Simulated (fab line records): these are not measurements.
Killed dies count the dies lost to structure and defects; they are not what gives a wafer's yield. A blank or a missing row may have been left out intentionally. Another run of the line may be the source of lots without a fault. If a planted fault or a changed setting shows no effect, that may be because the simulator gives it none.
fab line records	flow n5_finfet
[record] lots = 7	wafers = 21
route steps=1938 shown BEOL_M11@1565 BEOL_M12@1653 BEOL_M13@1680 BEOL_M14@1742 MIM_TOP@1835 MIM_TOP_LITHO@1843 TV_LITHO@1879 TV_OPEN@1888
start_h: start of the lot's first displayed wafer, in hours after the record's first day	wait_h: hours elapsed since this lot's preceding step	" same as the row above	L1.1+2: several wafers, shown together as one row	- no value present, or no start provided	* or withheld: withheld	< > ~ a bound
route shown NAME@n: NAME is a module with steps in the file, n the number in the route of the first one	usual: the fault-free wafers' mean and standard deviation	same: alike in all rows	chamber/n: place in a boat	sites: per-site readings	_std_site: their standard deviation	_edge_site: outer sites' mean less inner sites'	radius_mm: for every site, how far away it sits from the centre of the wafer	mask NAME#n: copy n	behind: the most recent tool/chamber to have shaped the wafer	hold: why the lot went on hold/how many hours it stayed there/how the hold came to an end	device: transistor that didn't switch, given as n, p or np	end of line: at the end of the route, the tests of the same wafers	a step without rows: its recipe alone	killed: not the wafer's yield, but the dies lost to structure and defects at the first sort	map: per-die view of a wafer (x killed, . not killed, _ where there is no die)
set.NAME: the setting the step ran with; set.NAME@STEP: the setting that earlier step ran with	model.NAME: the simulator's own value behind a step, which no gauge read
lots run with intentionally changed settings; tables by step, rows by wafer
[[steps]]
[step N5_BEOL_M11_EXPOSE_25]
[recipe] mask_id = V10	na = 1.35	source_shape = annular	sigma_inner = 0.5	sigma_outer = 0.8	polarization = unpolarized	dose_mj = 85.5
lot.wafer	tool	chamber	start_h	wait_h	mask	set.dose_mj
L074.2+6	arfi_scanner-03	0	229.38	-	V10#0	85.5
L074.3	"	0	"	"	V10#0	89.69
L078.4+5+6	arfi_scanner-01	0	248.46	-	V10#0	85.5
L080.1+6	arfi_scanner-03	0	266.89	-	V10#0	79.32
L080.5	"	0	"	"	V10#0	85.5
L081.3+4+5	arfi_scanner-03	0	276.37	-	V10#0	85.5
L089.2+4	arfi_scanner-02	0	319.40	-	V10#0	81.82
L089.5	"	0	"	"	V10#0	85.5
L092.1	arfi_scanner-03	0	346.02	-	V10#0	89.38
L092.3+5	"	0	"	"	V10#0	85.5
L095.1	arfi_scanner-01	0	359.28	-	V10#0	85.5
L095.2+3	"	0	"	"	V10#0	80.21
[step N5_BEOL_M11_PEB_26]
[recipe] peb_temp_c = withheld	peb_time_s = 60	resist = CAR-ArF
[step N5_BEOL_M11_DEVELOP_27]
[recipe] develop_time_s = 30	developer = TMAH	resist = CAR-ArF	rinse_liquid = diw	dry = air_spin	dev_temp_c = 23
[step N5_BEOL_M11_CD_MEAS_28]
[recipe] target_cd_nm = 70	landing_energy_ev = 500	detector = se_inlens	polarity = opening
[usual] cd_nm = 69.9/0.88
lot.wafer	tool	chamber	start_h	wait_h	set.dose_mj@BEOL_M11_EXPOSE_25	cd_nm
L074.2	cd_sem-03	0	229.51	-	85.5	71.6
L074.3	"	0	"	"	89.69	74.5
L074.6	"	0	"	"	85.5	70.8
L078.4	cd_sem-01	0	248.58	-	85.5	69.8
L078.5	"	0	"	"	85.5	69.1
L078.6	"	0	"	"	85.5	68.3
L080.1	cd_sem-02	0	267.02	-	79.32	64.0
L080.5	"	0	"	"	85.5	69.8
L080.6	"	0	"	"	79.32	63.5
L081.3	cd_sem-02	0	276.49	-	85.5	69.4
L081.4	"	0	"	"	85.5	69.0
L081.5	"	0	"	"	85.5	69.3
L089.2	cd_sem-01	0	319.53	-	81.82	66.8
L089.4	"	0	"	"	81.82	66.4
L089.5	"	0	"	"	85.5	70.0
L092.1	cd_sem-02	0	346.15	-	89.38	74.5
L092.3	"	0	"	"	85.5	71.1
L092.5	"	0	"	"	85.5	70.6
L095.1	cd_sem-02	0	359.41	-	85.5	70.3
L095.2	"	0	"	"	80.21	64.1
L095.3	"	0	"	"	80.21	64.3
[step N5_BEOL_M11_DESCUM_33]
[recipe] chemistry = O2	time_s = 7.9	source_power_w = 50	bias_power_w = 20	pressure_mtorr = 20	rf_frequency_hz = 2.712e+07	temp_c = 40	resist = CAR-ArF	o2_flow_sccm = 225
lot.wafer	tool	chamber	start_h	wait_h	set.spin_rpm@BEOL_M11_COAT_22	model.CAR-ArF_of_BEOL_M11_COAT_22.thk_nm
L074.2	rie_diel-01	0	229.59	0.0	1619	79.8
L074.3	"	2	"	"	1500	83.2
L074.6	"	0	"	"	1500	83.6
L078.4	rie_diel-01	3	249.30	0.7	1500	83.6
L078.5	"	3	"	"	1500	83.8
L078.6	"	2	"	"	1500	83.4
L080.1+5	rie_diel-03	0	267.11	0.0	1500	83.6
L080.6	"	3	"	"	1500	83.2
L081.3	rie_diel-01	0	276.58	0.0	1625	79.6
L081.4	"	3	"	"	1500	83.2
L081.5	"	0	"	"	1500	83
L089.2	rie_diel-01	0	319.61	0.0	1650	79.4
L089.4	"	1	"	"	1500	83.4
L089.5	"	2	"	"	1500	83.6
L092.1	rie_diel-02	2	346.23	0.0	1500	83.4
L092.3	"	0	"	"	1332	89.2
L092.5	"	1	"	"	1332	88.8
L095.1	rie_diel-02	3	359.50	0.0	1500	83.2
L095.2	"	1	"	"	1500	83.4
L095.3	"	0	"	"	1500	83.6
[step N5_BEOL_M11_ETCH_65]
[recipe] chemistry = CF4	target = SiARC	target_depth_a = 390	mask_material = CAR-ArF	time_s = 65	ion_energy_ev = 80	pressure_mtorr = 40	source_w = 545	bias_w = 36	Ar_flow_sccm = 100	cf4_flow_sccm = 100	ends = cleared
[step N5_BEOL_M11_ETCH_66]
[recipe] chemistry = N2/H2	target = SOC	target_depth_a = 1200	overetch_a = 240	mask_material = SiARC	temp_c = 40	time_s = 180	ion_energy_ev = 200	pressure_mtorr = 30	source_w = 840	bias_w = 150	n2_flow_sccm = 200	h2_flow_sccm = 200
[step N5_BEOL_M11_PRECLEAN_42]
[recipe] chemistry = residue_remover	time_s = 60	temp_c = 40
[step N5_BEOL_M11_SRD_43]
[recipe] time_s = 30	temp_c = 23	rinse_liquid = diw	dry = ipa_marangoni
[step N5_BEOL_M11_CD_MEAS_35]
[recipe] target_cd_nm = 70	polarity = opening
[usual] cd_nm = 70.1/0.51
lot.wafer	tool	chamber	start_h	wait_h	set.dose_mj@BEOL_M11_EXPOSE_08	cd_nm
L074.2	cd_sem-01	-	230.24	0.0	57.59	74.0
L074.3	"	-	"	"	57.59	74.1
L074.6	"	-	"	"	53.75	70.1
L078.4	cd_sem-01	-	249.96	0.0	53.75	70.7
L078.5	"	-	"	"	53.75	70.8
L078.6	"	-	"	"	53.75	69.7
L080.1	cd_sem-03	-	267.76	0.0	55.98	72.1
L080.5	"	-	"	"	53.75	69.9
L080.6	"	-	"	"	55.98	72.2
L081.3	cd_sem-01	-	277.23	0.0	53.75	70.5
L081.4	"	-	"	"	53.75	70.8
L081.5	"	-	"	"	50.76	67.4
L089.2	cd_sem-03	-	320.26	0.0	54.91	72.2
L089.4	"	-	"	"	53.75	70.6
L089.5	"	-	"	"	54.91	72.0
L092.1	cd_sem-01	-	346.88	0.0	53.75	69.8
L092.3	"	-	"	"	53.75	70.0
L092.5	"	-	"	"	53.75	70.7
L095.1	cd_sem-03	-	360.15	0.0	53.75	71.0
L095.2	"	-	"	"	53.75	70.7
L095.3	"	-	"	"	53.75	69.0
[step N5_BEOL_M12_CMP_49]
[recipe] stop_on = SiOC	t_overpolish_s = 20.6	down_force_psi = 1	platen_rpm = 50	clearing_platen_down_force_psi = 1.5	clearing_platen_rpm = 50	post_cmp_clean = cu_alkaline	target_thk_nm = 320	clearing_platen_pad_velocity_m_s = 0.99484	pad_velocity_m_s = 0.99484
[usual] barrier_field_endpoint_s = 30.3/0.69
lot.wafer	tool	chamber	start_h	wait_h	set.down_force_psi	barrier_field_endpoint_s
L074.3	cmp-03	1	239.66	0.2	1	31.0
L074.2	"	2	"	"	1	31.2
L074.6	"	1	"	"	0.8083	37.4
L078.4	cmp-03	3	260.60	0.2	1	29.2
L078.6	"	2	"	"	1	30.0
L078.5	"	3	"	"	1	30.2
L080.1	cmp-01	1	276.65	0.3	0.8237	37.5
L080.5	"	1	"	"	0.8237	38.2
L080.6	"	2	"	"	1	31.2
L081.3	cmp-03	2	284.78	0.2	1	30.0
L081.4	"	0	"	"	1.096	27.7
L081.5	"	2	"	"	1	29.9
L089.4	cmp-02	0	334.41	0.3	1	29.1
L089.2	"	1	"	"	1	29.1
L089.5	"	0	"	"	1	29.6
L092.1	cmp-03	0	354.34	0.3	1	29.9
L092.3	"	1	"	"	0.9054	33.0
L092.5	"	0	"	"	1	29.6
L095.3	cmp-01	0	367.48	0.2	1	31.1
L095.2	"	1	"	"	1.127	27.7
L095.1	"	2	"	"	1	31.5
[step N5_BEOL_M13_COAT_65]
[recipe] resist = SOC	temp_c = 250	time_s = 60	spin_rpm = 1500	resist_thk_nm = 350
lot.wafer	tool	chamber	start_h	wait_h	set.spin_rpm	model.SOC_of_BEOL_M13_COAT_65.thk_nm
L074.2	litho_track-02	0	241.39	0.0	1455	354
L074.3+6	"	0	"	"	1500	348.2
L078.4	litho_track-05	0	262.15	0.0	1500	352.4
L078.5	"	0	"	"	1500	353.4
L078.6	"	0	"	"	1500	352.2
L080.1	litho_track-05	0	278.25	0.0	1500	350.4
L080.5	"	0	"	"	1500	350.2
L080.6	"	0	"	"	1500	350
L081.3	litho_track-03	0	286.37	0.0	1500	349.4
L081.4	"	0	"	"	1500	350.6
L081.5	"	0	"	"	1612	336.6
L089.2	litho_track-05	0	335.99	0.0	1657	334.4
L089.4	"	0	"	"	1657	333.8
L089.5	"	0	"	"	1657	334
L092.1+3	litho_track-02	0	355.96	0.0	1500	350.2
L092.5	"	0	"	"	1500	350.6
L095.1	litho_track-03	0	369.08	0.0	1592	338
L095.2	"	0	"	"	1500	348.4
L095.3	"	0	"	"	1592	339
[step N5_BEOL_M14_EXPOSE_25]
[recipe] mask_id = M14	na = 0.8	source_shape = annular	sigma_inner = 0.5	sigma_outer = 0.8	polarization = unpolarized	target_cd_nm = 280	dose_mj = 26.6
lot.wafer	tool	chamber	start_h	wait_h	mask	set.dose_mj
L074.2+6	krf_scanner-01	0	248.13	-	M14#0	28.02
L074.3	"	0	"	"	M14#0	26.6
L078.4+5+6	krf_scanner-02	0	267.29	-	M14#0	26.6
L080.1+6	krf_scanner-01	0	282.41	-	M14#0	26.6
L080.5	"	0	"	"	M14#0	27.78
L081.3	krf_scanner-01	0	291.33	-	M14#0	26.6
L081.4+5	"	0	"	"	M14#0	24.99
L089.2+5	krf_scanner-01	0	340.50	-	M14#0	25.8
L089.4	"	0	"	"	M14#0	26.6
L092.1	krf_scanner-02	0	360.58	-	M14#0	25.07
L092.3+5	"	0	"	"	M14#0	26.6
L095.1+3	krf_scanner-02	0	374.81	-	M14#0	26.6
L095.2	"	0	"	"	M14#0	25.33
[step N5_BEOL_M14_PEB_26]
[recipe] peb_temp_c = 130	peb_time_s = 90
[step N5_BEOL_M14_DEVELOP_27]
[recipe] develop_time_s = 45	rinse_liquid = diw	dry = air_spin	dev_temp_c = 21
[step N5_BEOL_M14_HARDBAKE_32]
[recipe] temp_c = 130	time_s = 120
[step N5_BEOL_M14_CD_MEAS_28]
[recipe] target_cd_nm = 284.4	landing_energy_ev = 500	detector = se_inlens
[usual] cd_nm = 284.6/1.2
lot.wafer	tool	chamber	start_h	wait_h	set.dose_mj@BEOL_M14_EXPOSE_25	cd_nm
L074.2	cd_sem-02	0	248.30	-	28.02	292.6
L074.3	"	0	"	"	26.6	284.2
L074.6	"	0	"	"	28.02	294.0
L078.4	cd_sem-03	0	267.45	-	26.6	285.5
L078.5	"	0	"	"	26.6	286.6
L078.6	"	0	"	"	26.6	285.0
L080.1	cd_sem-02	0	282.59	-	26.6	284.5
L080.5	"	0	"	"	27.78	290.5
L080.6	"	0	"	"	26.6	283.9
L081.3	cd_sem-03	0	291.49	-	26.6	284.8
L081.4	"	0	"	"	24.99	275.6
L081.5	"	0	"	"	24.99	274.1
L089.2	cd_sem-01	0	340.67	-	25.8	278.7
L089.4	"	0	"	"	26.6	284.2
L089.5	"	0	"	"	25.8	279.1
L092.1	cd_sem-02	0	360.75	-	25.07	275.7
L092.3	"	0	"	"	26.6	284.3
L092.5	"	0	"	"	26.6	284.2
L095.1	cd_sem-01	0	374.98	-	26.6	286.0
L095.2	"	0	"	"	25.33	275.6
L095.3	"	0	"	"	26.6	282.1
[step N5_BEOL_M14_DESCUM_33]
[recipe] chemistry = O2	time_s = 7.9	source_power_w = 50	bias_power_w = 20	pressure_mtorr = 20	rf_frequency_hz = 2.712e+07	temp_c = 40	o2_flow_sccm = 225
lot.wafer	tool	chamber	start_h	wait_h	set.dose_mj@BEOL_M14_EXPOSE_25	model.BEOL_M14.cd_nm
L074.2	rie_diel-06	0	248.43	0.1	28.02	292.6
L074.3	"	1	"	"	26.6	284
L074.6	"	2	"	"	28.02	294
L078.4	rie_diel-05	2	267.78	0.3	26.6	285.2
L078.5	"	0	"	"	26.6	286.4
L078.6	"	1	"	"	26.6	285
L080.1	rie_diel-05	0	282.81	0.2	26.6	284.2
L080.5	"	3	"	"	27.78	290.6
L080.6	"	0	"	"	26.6	283.8
L081.3	rie_diel-05	1	291.72	0.2	26.6	285
L081.4	"	3	"	"	24.99	275.4
L081.5	"	0	"	"	24.99	274.4
L089.2	rie_diel-05	1	340.76	0.0	25.8	279
L089.4	"	3	"	"	26.6	284.6
L089.5	"	0	"	"	25.8	279.2
L092.1	rie_diel-04	1	360.85	0.0	25.07	275.6
L092.3	"	3	"	"	26.6	284.4
L092.5	"	1	"	"	26.6	284.2
L095.1	rie_diel-06	3	375.24	0.2	26.6	285.6
L095.2	"	2	"	"	25.33	275.6
L095.3	"	0	"	"	26.6	281.8
[step N5_BEOL_M14_ETCH_67]
[recipe] chemistry = CF4	target = SiARC	target_depth_a = 1430	time_s = 238.3	ion_energy_ev = 80	pressure_mtorr = 40	source_w = 545	bias_w = 36	Ar_flow_sccm = 100	cf4_flow_sccm = 100	ends = cleared
[step N5_BEOL_M14_ETCH_68]
[recipe] chemistry = N2/H2	target = SOC	mask_material = SiARC	source_w = 3000	bias_w = 350	temp_c = 40	time_s = 450	ion_energy_ev = 200	pressure_mtorr = 30	n2_flow_sccm = 200	h2_flow_sccm = 200
lot.wafer	tool	chamber	start_h	wait_h	set.dose_mj@BEOL_M14_EXPOSE_25	model.BEOL_M14.cd_nm
L074.2	rie_diel-06	0	248.61	0.1	28.02	289.4
L074.3	"	1	"	"	26.6	279
L074.6	"	2	"	"	28.02	289.6
L078.4	rie_diel-05	2	267.96	0.1	26.6	281
L078.5	"	0	"	"	26.6	280.8
L078.6	"	1	"	"	26.6	281.6
L080.1	rie_diel-05	0	282.99	0.1	26.6	278.8
L080.5	"	3	"	"	27.78	287.4
L080.6	"	0	"	"	26.6	279.4
L081.3	rie_diel-05	1	291.90	0.1	26.6	280
L081.4	"	3	"	"	24.99	270.2
L081.5	"	0	"	"	24.99	269.4
L089.2	rie_diel-05	1	340.94	0.1	25.8	273.6
L089.4	"	0	"	"	26.6	276.6
L089.5	"	1	"	"	25.8	272.6
L092.1	rie_diel-04	1	361.57	0.6	25.07	271.6
L092.3	"	3	"	"	26.6	280.2
L092.5	"	1	"	"	26.6	279.8
L095.1	rie_diel-06	3	375.42	0.1	26.6	279.8
L095.2	"	2	"	"	25.33	269.6
L095.3	"	0	"	"	26.6	276.4
[step N5_MIM_TOP_ALD_01]
[recipe] material = HfO2	target_thk_a = 56	temp_c = withheld	ald_precursor_family = Hf-amide	ald_co_reactant = O3	pulse_time_s = 1	purge_time_s = 3	co_reactant_purge_time_s = 2	co_reactant_pulse_time_s = 3	ald_cycles = 62
lot.wafer	tool	chamber	start_h	wait_h	set.ald_cycles	model.HfO2_of_MIM_TOP_ALD_01.thk_nm
L074.2	ald_hk-01	1	-	-	62	5.6
L074.3+6	"	3	"	"	57	5.2
L078.4+5+6	ald_hk-03	0,0,1	-	-	62	5.6
L080.1+6	ald_hk-02	1,2	-	-	67	6
L080.5	"	3	"	"	62	5.6
L081.3+4	ald_hk-02	3,0	-	-	62	5.6
L081.5	"	0	"	"	55	5
L089.2+4+5	ald_hk-02	1,2,0	-	-	62	5.6
L092.1+3	ald_hk-02	1,3	-	-	52	4.8
L092.5	"	0	"	"	62	5.6
L095.1+2+3	ald_hk-01	2,1,0	-	-	62	5.6
[step N5_MIM_TOP_LITHO_EXPOSE_05]
[recipe] mask_id = MIM_TOP	na = 0.55	source_shape = conventional	sigma_outer = 0.8	polarization = unpolarized	target_cd_nm = 2000	dose_mj = 20.5
lot.wafer	tool	chamber	start_h	wait_h	mask	set.dose_mj
L074.2+6	krf_scanner-01	0	261.95	-	MIM_TOP#0	20.5
L074.3	"	0	"	"	MIM_TOP#0	18.99
L078.4+5+6	krf_scanner-01	0	280.06	-	MIM_TOP#0	20.5
L080.1+5+6	krf_scanner-01	0	294.03	-	MIM_TOP#0	20.5
L081.3+5	krf_scanner-01	0	304.90	-	MIM_TOP#0	21.15
L081.4	"	0	"	"	MIM_TOP#0	20.5
L089.2	krf_scanner-02	0	355.68	-	MIM_TOP#0	20.5
L089.4+5	"	0	"	"	MIM_TOP#0	19.59
L092.1+3	krf_scanner-02	0	379.89	-	MIM_TOP#0	21.29
L092.5	"	0	"	"	MIM_TOP#0	20.5
L095.1+2+3	krf_scanner-01	0	387.17	-	MIM_TOP#0	20.5
[step N5_MIM_TOP_LITHO_PEB_06]
[recipe] peb_temp_c = withheld	peb_time_s = *
[step N5_MIM_TOP_LITHO_DEVELOP_07]
[recipe] develop_time_s = 60	rinse_liquid = diw	dry = air_spin	dev_temp_c = 21
[step N5_MIM_TOP_LITHO_HARDBAKE_09]
[recipe] temp_c = 130	time_s = 120
[step N5_MIM_TOP_LITHO_CD_MEAS_08]
[recipe] target_cd_nm = 2000	landing_energy_ev = 500	detector = se_inlens
[usual] cd_nm = 1999.7/1.6
lot.wafer	tool	chamber	start_h	wait_h	set.dose_mj@MIM_TOP_LITHO_EXPOSE_05	cd_nm
L074.2	cd_sem-03	0	262.12	-	20.5	1998.0
L074.3	"	0	"	"	18.99	2012.5
L074.6	"	0	"	"	20.5	1998.3
L078.4	cd_sem-03	0	280.23	-	20.5	1999.6
L078.5	"	0	"	"	20.5	2001.3
L078.6	"	0	"	"	20.5	2000.7
L080.1	cd_sem-03	0	294.21	-	20.5	2000.2
L080.5	"	0	"	"	20.5	2001.8
L080.6	"	0	"	"	20.5	1999.9
L081.3	cd_sem-01	0	305.06	-	21.15	1993.3
L081.4	"	0	"	"	20.5	1999.1
L081.5	"	0	"	"	21.15	1991.9
L089.2	cd_sem-01	0	355.85	-	20.5	2000.9
L089.4	"	0	"	"	19.59	2006.3
L089.5	"	0	"	"	19.59	2008.1
L092.1	cd_sem-01	0	380.06	-	21.29	1993.8
L092.3	"	0	"	"	21.29	1994.5
L092.5	"	0	"	"	20.5	2000.9
L095.1	cd_sem-02	0	387.35	-	20.5	1996.9
L095.2	"	0	"	"	20.5	1998.2
L095.3	"	0	"	"	20.5	2000.5
[step N5_PASSIVATION_EXPOSE_07]
[recipe] mask_id = TV	na = 0.55	source_shape = conventional	sigma_outer = 0.8	polarization = unpolarized	defocus_nm = 0	target_cd_nm = 3000	dose_mj = 22.75
lot.wafer	tool	chamber	start_h	wait_h	mask	set.dose_mj
L074.2+3	krf_scanner-02	0	264.37	-	TV#0	22.75
L074.6	"	0	"	"	TV#0	22
L078.4+5+6	krf_scanner-02	0	282.44	-	TV#0	22.75
L080.1+5	krf_scanner-02	0	299.83	-	TV#0	24.22
L080.6	"	0	"	"	TV#0	22.75
L081.3+5	krf_scanner-02	0	307.17	-	TV#0	21.51
L081.4	"	0	"	"	TV#0	22.75
L089.2+4+5	krf_scanner-01	0	359.54	-	TV#0	22.11
L092.1+5	krf_scanner-02	0	382.35	-	TV#0	22.75
L092.3	"	0	"	"	TV#0	21.18
L095.1+2+3	krf_scanner-01	0	393.50	-	TV#0	22.75
[step N5_PASSIVATION_PEB_08]
[recipe] peb_temp_c = withheld	peb_time_s = *
[step N5_PASSIVATION_DEVELOP_09]
[recipe] develop_time_s = 60	rinse_liquid = diw	dry = air_spin	dev_temp_c = 21
[step N5_PASSIVATION_HARDBAKE_11]
[recipe] temp_c = 130	time_s = 120
[step N5_PASSIVATION_CD_MEAS_10]
[recipe] target_cd_nm = 3000	landing_energy_ev = 500	detector = se_inlens
[usual] cd_nm = 3000.5/1.3
lot.wafer	tool	chamber	start_h	wait_h	set.dose_mj@PASSIVATION_EXPOSE_07	cd_nm
L074.2	cd_sem-03	0	264.55	-	22.75	3000.3
L074.3	"	0	"	"	22.75	3000.4
L074.6	"	0	"	"	22	2992.8
L078.4	cd_sem-01	0	282.61	-	22.75	2999.4
L078.5	"	0	"	"	22.75	2999.8
L078.6	"	0	"	"	22.75	3000.6
L080.1	cd_sem-03	0	300.00	-	24.22	3012.3
L080.5	"	0	"	"	24.22	3012.0
L080.6	"	0	"	"	22.75	2997.7
L081.3	cd_sem-01	0	307.34	-	21.51	2988.6
L081.4	"	0	"	"	22.75	3001.9
L081.5	"	0	"	"	21.51	2988.9
L089.2	cd_sem-02	0	359.72	-	22.11	2996.6
L089.4	"	0	"	"	22.11	2996.8
L089.5	"	0	"	"	22.11	2995.2
L092.1	cd_sem-03	0	382.52	-	22.75	3003.0
L092.3	"	0	"	"	21.18	2986.2
L092.5	"	0	"	"	22.75	3001.8
L095.1	cd_sem-01	0	393.68	-	22.75	2998.9
L095.2	"	0	"	"	22.75	2999.9
L095.3	"	0	"	"	22.75	3002.1
[step N5_PASSIVATION_VIA_ETCH_13]
[recipe] chemistry = CHF3/O2	target = SiO2	target_depth_a = 6600	CHF3_flow_sccm = 50	O2_flow_sccm = 5	Ar_flow_sccm = 200	time_s = 330	mask_material = PR	pressure_mtorr = 30	source_w = 650	bias_w = 170	ion_energy_ev = 200	ends = cleared
[usual] rf_vpp_V = 525/4
lot.wafer	tool	chamber	start_h	wait_h	set.bias_w	rf_vpp_V
L074.2	rie_diel-03	0	264.85	0.0	158.4	500
L074.3	"	2	"	"	158.4	491
L074.6	"	1	"	"	170	525
L078.4	rie_diel-03	0	282.85	0.0	170	530
L078.5	"	0	"	"	170	529
L078.6	"	3	"	"	170	525
L080.1	rie_diel-01	3	300.25	0.0	155.8	497
L080.5	"	2	"	"	155.8	490
L080.6	"	1	"	"	170	528
L081.3	rie_diel-02	3	307.60	0.0	170	527
L081.4	"	0	"	"	170	525
L081.5	"	1	"	"	178.4	544
L089.2	rie_diel-01	3	360.21	0.0	170	533
L089.4	"	2	"	"	195.7	585
L089.5	"	0	"	"	195.7	586
L092.1	rie_diel-03	3	382.77	0.0	170	525
L092.3	"	1	"	"	148.5	470
L092.5	"	1	"	"	170	525
L095.1	rie_diel-01	0	394.04	0.0	183.1	558
L095.2	"	3	"	"	183.1	566
L095.3	"	1	"	"	170	527
[[key]]
[split] step = N5_BEOL_M11_EXPOSE_25	setting = dose_mj	stated = 85.5	by = wafer
[response] step = N5_BEOL_M11_CD_MEAS_28	reading = cd_nm	change = +0.846	per = 1%	r = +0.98
[split] step = N5_BEOL_M12_CMP_49	setting = down_force_psi	stated = 1	by = wafer
[response] step = N5_BEOL_M12_CMP_49	reading = barrier_field_endpoint_s	change = -0.33	per = 1%	r = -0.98
[split] step = N5_BEOL_M13_COAT_65	setting = spin_rpm	stated = 1500	by = wafer
[response] step = N5_BEOL_M13_COAT_65	reading = model.SOC_of_BEOL_M13_COAT_65.thk_nm	change = -1.74	per = 1%	r = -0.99
[split] step = N5_BEOL_M14_EXPOSE_25	setting = dose_mj	stated = 26.6	by = wafer
[response] step = N5_BEOL_M14_CD_MEAS_28	reading = cd_nm	change = +1.61	per = 1%	r = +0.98
[response] step = N5_BEOL_M14_DESCUM_33	reading = model.BEOL_M14.cd_nm	change = +1.64	per = 1%	r = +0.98
[response] step = N5_BEOL_M14_ETCH_68	reading = model.BEOL_M14.cd_nm	change = +1.7	per = 1%	r = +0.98
[split] step = N5_MIM_TOP_ALD_01	setting = ald_cycles	stated = 62	by = wafer
[response] step = N5_MIM_TOP_ALD_01	reading = model.HfO2_of_MIM_TOP_ALD_01.thk_nm	change = +0.0505	per = 1%	r = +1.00
[split] step = N5_MIM_TOP_LITHO_EXPOSE_05	setting = dose_mj	stated = 20.5	by = wafer
[response] step = N5_MIM_TOP_LITHO_CD_MEAS_08	reading = cd_nm	change = -1.83	per = 1%	r = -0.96
[split] step = N5_PASSIVATION_EXPOSE_07	setting = dose_mj	stated = 22.75	by = wafer
[response] step = N5_PASSIVATION_CD_MEAS_10	reading = cd_nm	change = +2.32	per = 1%	r = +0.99
[split] step = N5_PASSIVATION_VIA_ETCH_13	setting = bias_w	stated = 170	by = wafer
[response] step = N5_PASSIVATION_VIA_ETCH_13	reading = rf_vpp_V	change = +3.97	per = 1%	r = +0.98
split outside_this_file step=N5_BEOL_M11_EXPOSE_08 setting=dose_mj
split outside_this_file step=N5_BEOL_M11_COAT_22 setting=spin_rpm
// split outside_this_file: this setting was split too, and the file shows its column; the key of that split is in another file
